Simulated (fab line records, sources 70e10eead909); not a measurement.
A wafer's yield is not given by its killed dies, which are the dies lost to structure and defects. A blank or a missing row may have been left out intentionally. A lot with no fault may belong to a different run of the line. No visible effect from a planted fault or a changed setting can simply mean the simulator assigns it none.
fab line records	flow nand-harc
[record] lots = 6	wafers = 18	last-day = 34
route steps=1302 shown A_ONON_D1@432 A_CHANNEL_HOLE_D1@450 END@1302
lots that met no fault: from a run of the same line without faults
start-h: hours from the record's first day to the start of the lot's first wafer shown	wait-h: how many hours have passed since the lot's step before this one	" repeats the value in the row above	L1.1+2: a single row standing in for several wafers	- either no value or no given start	* or withheld: withheld	< > ~ a bound
route shown NAME@n: names a module that has steps shown in the file, with the first one's number in the route	usual: mean/standard deviation of fault-free wafers	same: alike in all rows	chamber/n: place in a boat	sites: the reading at each site	_std_site: the standard deviation of these	_edge_site: mean of outer sites minus mean of inner sites	radius-mm: how far each site lies from the wafer's centre	mask NAME#n: copy n	behind: tool/chamber where the wafer was last shaped	hold: reason for holding the lot/hours on hold/outcome of the hold	device: transistor that didn't switch, given as n, p or np	end of line: tests run on the same wafers once the route is complete	a step given without rows: its recipe and nothing more	killed: not the wafer's yield, but the dies lost to structure and defects at the first sort	map: per-die view of a wafer (x killed, . not killed, _ where there is no die)
set.NAME: the setting that was run; set.NAME@STEP: the one run at that earlier step	model.NAME: the simulator's own value behind a step, which no gauge read
lots at selected steps of the route; one table per step, one row per wafer
services: the hour from which a tool's chamber was out of use, counted from the record's first day as start-h (under 0 if before that day), plus the number of hours and why
[[steps]]
[step NHARC_A_ONON_D1_DEP_12]
[recipe] target-thk-a = 10000	n2-flow-sccm = 2750	n2o-flow-sccm = 2000	nh3-flow-sccm = 500	sih4-flow-sccm = 210	temp-c = 400
[step NHARC_A_ONON_D1_THK_MEAS_14]
[recipe] thk-meas-gauge = ellipsometry
[usual] thk-nm = 998/9.4
lot.wafer	tool	chamber	start-h	wait-h	thk-nm
L923.2	film-metro-02	-	177.96	-	1002
L923.5	"	-	"	"	1000
L923.6	"	-	"	"	1001
L927.2	film-metro-01	-	221.81	-	998
L927.3	"	-	"	"	999
L927.5	"	-	"	"	999
L936.1	film-metro-02	-	305.10	-	999
L936.4	"	-	"	"	998
L936.6	"	-	"	"	996
L938.4	film-metro-02	-	327.77	-	985
L938.5	"	-	"	"	984
L938.6	"	-	"	"	984
L943.1	film-metro-02	-	362.86	-	999
L943.3	"	-	"	"	999
L943.6	"	-	"	"	996
L945.1	film-metro-02	-	394.97	-	987
L945.3	"	-	"	"	988
L945.5	"	-	"	"	986
[step NHARC_A_ONON_D1_ANNEAL_15]
[recipe] temp-c = 750	time-s = 3600
[step NHARC_A_ONON_D1_DEP_16]
[recipe] target-thk-a = 10000	n2-flow-sccm = 2750	n2o-flow-sccm = 2000	nh3-flow-sccm = 500	sih4-flow-sccm = 210	temp-c = 400
[step NHARC_A_ONON_D1_THK_MEAS_18]
[recipe] thk-meas-gauge = ellipsometry
[usual] thk-nm = 1001/11
lot.wafer	tool	chamber	start-h	wait-h	thk-nm
L923.2	film-metro-02	-	186.81	-	1004
L923.5	"	-	"	"	1004
L923.6	"	-	"	"	1003
L927.2	film-metro-01	-	229.84	-	1004
L927.3	"	-	"	"	1004
L927.5	"	-	"	"	1005
L936.1	film-metro-01	-	313.21	-	994
L936.4	"	-	"	"	991
L936.6	"	-	"	"	993
L938.4	film-metro-02	-	335.53	-	1011
L938.5	"	-	"	"	1010
L938.6	"	-	"	"	1012
L943.1	film-metro-02	-	372.50	-	999
L943.3	"	-	"	"	996
L943.6	"	-	"	"	997
L945.1	film-metro-01	-	407.42	-	1017
L945.3	"	-	"	"	1017
L945.5	"	-	"	"	1016
[step NHARC_A_ONON_D1_DEP_19]
[recipe] target-thk-a = 10000	n2-flow-sccm = 2750	n2o-flow-sccm = 2000	nh3-flow-sccm = 500	sih4-flow-sccm = 210	temp-c = 400
[step NHARC_A_ONON_D1_THK_MEAS_21]
[recipe] thk-meas-gauge = ellipsometry
[usual] thk-nm = 999/9.2
lot.wafer	tool	chamber	start-h	wait-h	thk-nm
L923.2	film-metro-02	-	187.37	-	1005
L923.5	"	-	"	"	1006
L923.6	"	-	"	"	1008
L927.2	film-metro-01	-	230.41	-	995
L927.3	"	-	"	"	994
L927.5	"	-	"	"	994
L936.1	film-metro-01	-	313.91	-	999
L936.4	"	-	"	"	1002
L936.6	"	-	"	"	1000
L938.4	film-metro-02	-	336.09	-	1010
L938.5	"	-	"	"	1011
L938.6	"	-	"	"	1012
L943.1	film-metro-02	-	373.20	-	998
L943.3	"	-	"	"	997
L943.6	"	-	"	"	998
L945.1	film-metro-01	-	408.00	-	999
L945.3	"	-	"	"	998
L945.5	"	-	"	"	1000
[step NHARC_A_ONON_D1_DEP_22]
[recipe] target-thk-a = 10000	n2-flow-sccm = 2750	n2o-flow-sccm = 2000	nh3-flow-sccm = 500	sih4-flow-sccm = 210	temp-c = 400
[step NHARC_A_ONON_D1_THK_MEAS_24]
[recipe] thk-meas-gauge = ellipsometry
[usual] thk-nm = 1003/11
lot.wafer	tool	chamber	start-h	wait-h	thk-nm
L923.2	film-metro-02	-	188.07	-	1016
L923.5	"	-	"	"	1017
L923.6	"	-	"	"	1016
L927.2	film-metro-02	-	230.98	-	1001
L927.3	"	-	"	"	1002
L927.5	"	-	"	"	1001
L936.1	film-metro-01	-	314.48	-	1001
L936.4	"	-	"	"	1004
L936.6	"	-	"	"	1003
L938.4	film-metro-02	-	336.67	-	999
L938.5	"	-	"	"	998
L938.6	"	-	"	"	998
L943.1	film-metro-01	-	373.90	-	998
L943.3	"	-	"	"	998
L943.6	"	-	"	"	999
L945.1	film-metro-01	-	408.56	-	1005
L945.3	"	-	"	"	1006
L945.5	"	-	"	"	1005
[step NHARC_A_ONON_D1_DEP_25]
[recipe] target-thk-a = 10000	n2-flow-sccm = 2750	n2o-flow-sccm = 2000	nh3-flow-sccm = 500	sih4-flow-sccm = 210	temp-c = 400
[step NHARC_A_ONON_D1_THK_MEAS_27]
[recipe] thk-meas-gauge = ellipsometry
[usual] thk-nm = 1001/13
lot.wafer	tool	chamber	start-h	wait-h	thk-nm
L923.2	film-metro-01	-	188.79	-	998
L923.5	"	-	"	"	1002
L923.6	"	-	"	"	1000
L927.2	film-metro-02	-	231.55	-	1016
L927.3	"	-	"	"	1015
L927.5	"	-	"	"	1017
L936.1	film-metro-01	-	315.04	-	990
L936.4	"	-	"	"	989
L936.6	"	-	"	"	990
L938.4	film-metro-01	-	337.26	-	985
L938.5	"	-	"	"	984
L938.6	"	-	"	"	985
L943.1	film-metro-01	-	374.47	-	993
L943.3	"	-	"	"	994
L943.6	"	-	"	"	995
L945.1	film-metro-01	-	409.12	-	989
L945.3	"	-	"	"	988
L945.5	"	-	"	"	989
[step NHARC_A_ONON_D1_DEP_28]
[recipe] target-thk-a = 10000	n2-flow-sccm = 2750	n2o-flow-sccm = 2000	nh3-flow-sccm = 500	sih4-flow-sccm = 210	temp-c = 400
[usual] n2-flow-sccm = 2751/7.9
lot.wafer	tool	chamber	start-h	wait-h	n2-flow-sccm
L923.2	pecvd-onon-04	0	189.03	0.2	2764
L923.5	"	0	"	"	2753
L923.6	"	0	"	"	2750
L927.2	pecvd-onon-01	0	231.66	0.1	2753
L927.3	"	0	"	"	2746
L927.5	"	0	"	"	2739
L936.1	pecvd-onon-01	0	315.10	0.1	2747
L936.4	"	0	"	"	2743
L936.6	"	0	"	"	2746
L938.4	pecvd-onon-01	0	337.49	0.2	2750
L938.5	"	0	"	"	2744
L938.6	"	0	"	"	2749
L943.1	pecvd-onon-04	0	374.54	0.1	2744
L943.3	"	0	"	"	2768
L943.6	"	0	"	"	2749
L945.1	pecvd-onon-04	0	409.18	0.1	2743
L945.3	"	0	"	"	2753
L945.5	"	0	"	"	2752
[step NHARC_A_ONON_D1_THK_MEAS_30]
[recipe] thk-meas-gauge = ellipsometry
[usual] thk-nm = 1000/8.7
lot.wafer	tool	chamber	start-h	wait-h	thk-nm
L923.2	film-metro-02	-	189.48	-	999
L923.5	"	-	"	"	1001
L923.6	"	-	"	"	1001
L927.2	film-metro-01	-	232.11	-	996
L927.3	"	-	"	"	996
L927.5	"	-	"	"	998
L936.1	film-metro-02	-	315.62	-	999
L936.4	"	-	"	"	998
L936.6	"	-	"	"	999
L938.4	film-metro-02	-	337.86	-	991
L938.5	"	-	"	"	990
L938.6	"	-	"	"	990
L943.1	film-metro-01	-	375.05	-	993
L943.3	"	-	"	"	993
L943.6	"	-	"	"	993
L945.1	film-metro-02	-	409.69	-	999
L945.3	"	-	"	"	998
L945.5	"	-	"	"	1000
[step NHARC_A_ONON_D1_DEP_33]
[recipe] target-thk-a = 2000	temp-c = 400	pressure-torr = 6.5	rf-w = 900	teos-flow-sccm = 161.4	flow-sccm = 2650	target-thk-nm = 200	gas = O2	material = SiO2
[usual] heater-power-w = 477/84	showerhead-vpp-V = 1850/74	throttle-valve-pct = 16.1/0.64
lot.wafer	tool	chamber	start-h	wait-h	heater-power-w	showerhead-vpp-V	throttle-valve-pct
L923.2	pecvd-02	0	189.54	0.1	541	1892	16.3
L923.6	"	0	"	"	553	1941	16.2
L923.5	"	1	"	"	497	1827	16.9
L927.3	pecvd-04	0	232.25	0.1	594	1788	16.2
L927.2	"	1	"	"	386	1911	16.9
L927.5	"	1	"	"	398	1833	17.3
L936.1	pecvd-02	1	315.72	0.1	449	1805	16.6
L936.4	"	0	"	"	541	1905	15.2
L936.6	"	2	"	"	337	1741	15.5
L938.4	pecvd-01	2	338.05	0.2	497	1860	14.8
L938.5	"	0	"	"	534	1891	16.6
L938.6	"	1	"	"	383	1909	15.7
L943.1	pecvd-01	2	375.11	0.1	520	1874	14.6
L943.3	"	0	"	"	546	1889	16.9
L943.6	"	0	"	"	575	1872	16.8
L945.3	pecvd-04	2	409.80	0.1	416	1951	15.9
L945.1	"	1	"	"	423	1893	16.4
L945.5	"	2	"	"	428	1909	16.0
[step NHARC_A_ONON_D1_THK_MEAS_34]
[recipe] thk-meas-gauge = ellipsometry
[usual] thk-nm = 199.9/2.7
lot.wafer	tool	chamber	start-h	wait-h	thk-nm
L923.2	film-metro-01	-	189.95	-	195.4
L923.5	"	-	"	"	202.1
L923.6	"	-	"	"	201.9
L927.2	film-metro-01	-	232.66	-	197.9
L927.3	"	-	"	"	200.7
L927.5	"	-	"	"	200.1
L936.1	film-metro-01	-	316.08	-	200.0
L936.4	"	-	"	"	200.9
L936.6	"	-	"	"	200.7
L938.4	film-metro-02	-	338.33	-	199.1
L938.5	"	-	"	"	200.0
L938.6	"	-	"	"	202.3
L943.1	film-metro-01	-	375.53	-	197.0
L943.3	"	-	"	"	195.7
L943.6	"	-	"	"	200.0
L945.1	film-metro-02	-	410.21	-	199.5
L945.3	"	-	"	"	196.8
L945.5	"	-	"	"	197.1
[step NHARC_A_ONON_D1_INSPECT_32]
[usual] raw-defect-count = 78/24
lot.wafer	tool	chamber	start-h	wait-h	raw-defect-count
L923.2	defect-inspect-02	-	190.01	0.0	137
L923.5	"	-	"	"	105
L923.6	"	-	"	"	103
L927.2	defect-inspect-01	-	232.74	0.0	43
L927.3	"	-	"	"	56
L927.5	"	-	"	"	113
L936.1	defect-inspect-02	-	316.17	0.0	872
L936.4	"	-	"	"	967
L936.6	"	-	"	"	944
L938.4	defect-inspect-02	-	338.39	0.0	892
L938.5	"	-	"	"	986
L938.6	"	-	"	"	980
L943.1	defect-inspect-02	-	375.59	0.0	71
L943.3	"	-	"	"	72
L943.6	"	-	"	"	91
L945.1	defect-inspect-02	-	410.30	0.0	93
L945.3	"	-	"	"	97
L945.5	"	-	"	"	113
[step NHARC_A_CHANNEL_HOLE_D1_DEP_00]
[recipe] target-thk-a = 31000	temp-c = 400	material = aC
[usual] throttle-valve-pct = 35.000/0.009
lot.wafer	tool	chamber	start-h	wait-h	throttle-valve-pct
L923.2	acl-dep-03	0	194.25	4.2	35.014
L923.5	"	0	"	"	34.983
L923.6	"	0	"	"	35.009
L927.2	acl-dep-02	0	233.13	0.4	34.998
L927.3	"	0	"	"	35.015
L927.5	"	0	"	"	35.007
L936.1	acl-dep-02	0	319.00	2.8	34.995
L936.4	"	0	"	"	35.013
L936.6	"	0	"	"	35.018
L938.4	acl-dep-03	0	339.57	1.2	34.994
L938.5	"	0	"	"	35.018
L938.6	"	0	"	"	34.993
L943.1	acl-dep-02	0	378.82	3.2	35.008
L943.3	"	0	"	"	35.001
L943.6	"	0	"	"	35.000
L945.1	acl-dep-01	0	411.51	1.2	35.007
L945.3	"	0	"	"	35.004
L945.5	"	0	"	"	34.996
[step NHARC_END_SORT_01]
[recipe] temp-c = 25
[usual] killed-at-array = 56/21	killed-at-other = 1.2/1.6	killed-at-periphery = 3.7/2.5	killed-dies = 61/21	killed-open = 3.1/1.8	killed-short = 2.8/1.7
[same] gross-dies = 677
lot.wafer	tool	chamber	start-h	wait-h	killed-at-array	killed-at-other	killed-at-periphery	killed-dies	killed-open	killed-short
L936.1	prober-02	0	698.12	2.5	141	1	0	142	3	1
L936.4	prober-02	0	700.53	3.4	157	1	6	164	5	2
L936.6	prober-02	0	702.14	4.0	159	0	1	160	1	3
L938.4	prober-02	0	713.81	3.4	94	0	8	102	4	4
L938.5	prober-02	0	714.62	3.7	95	0	7	102	2	3
L938.6	prober-02	0	715.42	4.0	79	0	7	86	2	4
// killed by level:class
L936.1 A_ONON_D1:unspecified=64 A_CHANNEL_HOLE_D1:chamber-film-flake=33 A_SLIT:chamber-film-flake=17 A_CHANNEL_HOLE_D2:chamber-film-flake=12 A_SGD_CUT:chamber-film-flake=5 A_CONTACT:chamber-film-flake=3 A_STAIRCASE:chamber-film-flake=2 A_ONON_D1:geometric-particle:short=1
L936.4 A_ONON_D1:unspecified=60 A_CHANNEL_HOLE_D1:chamber-film-flake=37 A_SLIT:chamber-film-flake=26 A_CHANNEL_HOLE_D2:chamber-film-flake=23 A_SGD_CUT:chamber-film-flake=4 A_CHANNEL_FILL_D1:chamber-film-flake=2 P_GATE:geometric-particle:open=1 P_M0:geometric-particle:open=1
L936.6 A_ONON_D1:unspecified=53 A_CHANNEL_HOLE_D1:chamber-film-flake=35 A_SLIT:chamber-film-flake=30 A_CHANNEL_HOLE_D2:chamber-film-flake=28 A_SGD_CUT:chamber-film-flake=5 A_CONTACT:chamber-film-flake=2 A_ONON_D1:geometric-particle:short=1 A_CHANNEL_HOLE_D1:geometric-particle:short=1
L938.4 A_ONON_D1:unspecified=56 A_CHANNEL_HOLE_D1:chamber-film-flake=12 A_CONTACT:chamber-film-flake=10 P_CONTACT:chamber-film-flake=6 A_SLIT:chamber-film-flake=5 A_STAIRCASE:chamber-film-flake=2 A_CHANNEL_FILL_D1:geometric-particle:short=1 A_DECK1_JOINT:geometric-particle:open=1
L938.5 A_ONON_D1:unspecified=57 A_CHANNEL_HOLE_D1:chamber-film-flake=11 A_CONTACT:chamber-film-flake=9 A_SLIT:chamber-film-flake=7 P_CONTACT:chamber-film-flake=6 A_STAIRCASE:chamber-film-flake=2 A_M1:chamber-film-flake=2 A_ONON_D1:geometric-particle:short=1
L938.6 A_ONON_D1:unspecified=59 A_CHANNEL_HOLE_D1:chamber-film-flake=9 P_CONTACT:chamber-film-flake=7 A_CONTACT:chamber-film-flake=3 A_CHANNEL_FILL_D2:geometric-particle:short=2 A_SOURCE_PLATE:geometric-particle:short=1 A_ONON_D1:geometric-particle:short=1 A_DECK1_JOINT:geometric-particle:open=1
// map L936.4 (x killed, . not)
____________.____________
_________......._________
_______..........x_______
______...........x.______
_____..........x...._____
____........xxxx....x____
____xx....xx..xxxx...____
___x.........xxxxx....___
___xxx........x.x.....___
__xxx.......xxxxx.x....__
__xxxxx......xxxxx.....__
_xxxxxx.....x.xx......xx_
_xxxxxx.........xx..xxxx_
_xxxxx.x.....x..x....xxx_
_xxxxxxx.........x....xx_
_xxxxxx.............xxxx_
xxxxx................x.xx
xxxxx................x.x.
.xxx......x..........xx..
..x.............x...xxxx.
...x.........x.......x.xx
_x...............x......_
_......................x_
_..............x........_
_......................._
_x......................_
__...........x.........__
__.....x.x..x.x........__
___..x.x.........x....___
___...xxx..x..........___
____xx..x........x...____
____.xx.xx...........____
_____x..x..........._____
______xx...........______
_______.x..x......_______
_________x......_________
____________.____________
// map L938.4 (x killed, . not)
____________.____________
_________...x..._________
_______..........._______
______.............______
_____..............._____
____.................____
____............x....____
___x...........x...x..___
___xxx...........x....___
__xxxx........x........__
__xxxxx.......x........__
_xxxxxx................._
_xxxxx.................._
_xxxxxx................._
_xxxxxxx................_
_xxxx.x.....xx.........._
xxxxxx...................
xx.xx...............x....
.x.x.x..x.........xxx....
.x.......................
..x.x.......x......x.....
_......................._
_.......x.......x..xx..._
_......................._
_...............x..x...._
_......................._
__....x................__
__....xx...............__
___...x...............___
___...xxx.x...x.......___
____x...x.....x......____
____....x.x..........____
_____...xx.x........_____
______..xx.........______
_______x......x..._______
_________......._________
____________x____________
[[services]]
tool	chamber	start-h	hours	kind
acl-dep-01	-	187.03	13.0	pm
pecvd-02	-	227.71	13.0	pm
pecvd-02	0	227.71	13.0	vent-cycle
pecvd-02	1	227.71	13.0	vent-cycle
pecvd-02	2	227.71	13.0	vent-cycle
pecvd-02	0	240.71	-	clean
pecvd-02	1	240.71	-	clean
pecvd-02	2	240.71	-	clean
acl-dep-02	-	246.59	13.0	pm
pecvd-onon-01	-	269.07	13.0	pm
pecvd-04	-	269.21	13.0	pm
pecvd-04	0	269.21	13.0	vent-cycle
pecvd-04	1	269.21	13.0	vent-cycle
pecvd-04	2	269.21	13.0	vent-cycle
pecvd-04	0	282.21	-	clean
acl-dep-03	-	301.63	13.0	pm
pecvd-01	-	311.00	13.0	pm
pecvd-onon-04	-	311.24	13.0	pm
pecvd-02	2	331.50	2.7	repair
pecvd-04	-	344.28	4.8	repair
pecvd-01	2	358.90	8.7	repair
acl-dep-01	-	369.23	13.0	pm
pecvd-02	0	404.50	20.8	repair
pecvd-02	-	408.71	13.0	pm
[[key]]
[first-sign] step = NHARC_A_ONON_D1_INSPECT_32	reading = raw-defect-count	direction = up	sigmas = 36	usual = 78	struck = 940
[effect] step = NHARC_END_SORT_01	reading = killed-at-array	direction = up	sigmas = 3.1	usual = 56	struck = 121
[more-kills-born-at] NHARC_A_ONON_D1_DEP_28@pecvd-onon-01 = 349
met-at NHARC_A_ONON_D1_DEP_28
struck-wafers L936.1,L936.4,L936.6,L938.4,L938.5,L938.6
tester-left-out L936,L938
onset-between 231.66 315.10
[fault] kind = chamber-particle-source	tool = pecvd-onon-01	chamber = -	onset-h = 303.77	steps = NHARC_A_ONON_D1_DEP_28	rate-per-visit-cm2 = 1.3277	end-h = 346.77
// tester-left-out: of these lots the tester's yield and bins aren't shown, on N5 and GAA mostly nor the transistor test; their killed dies are dies lost to structure and defects alone, not to doping, threshold or leakage, so they don't give the yield
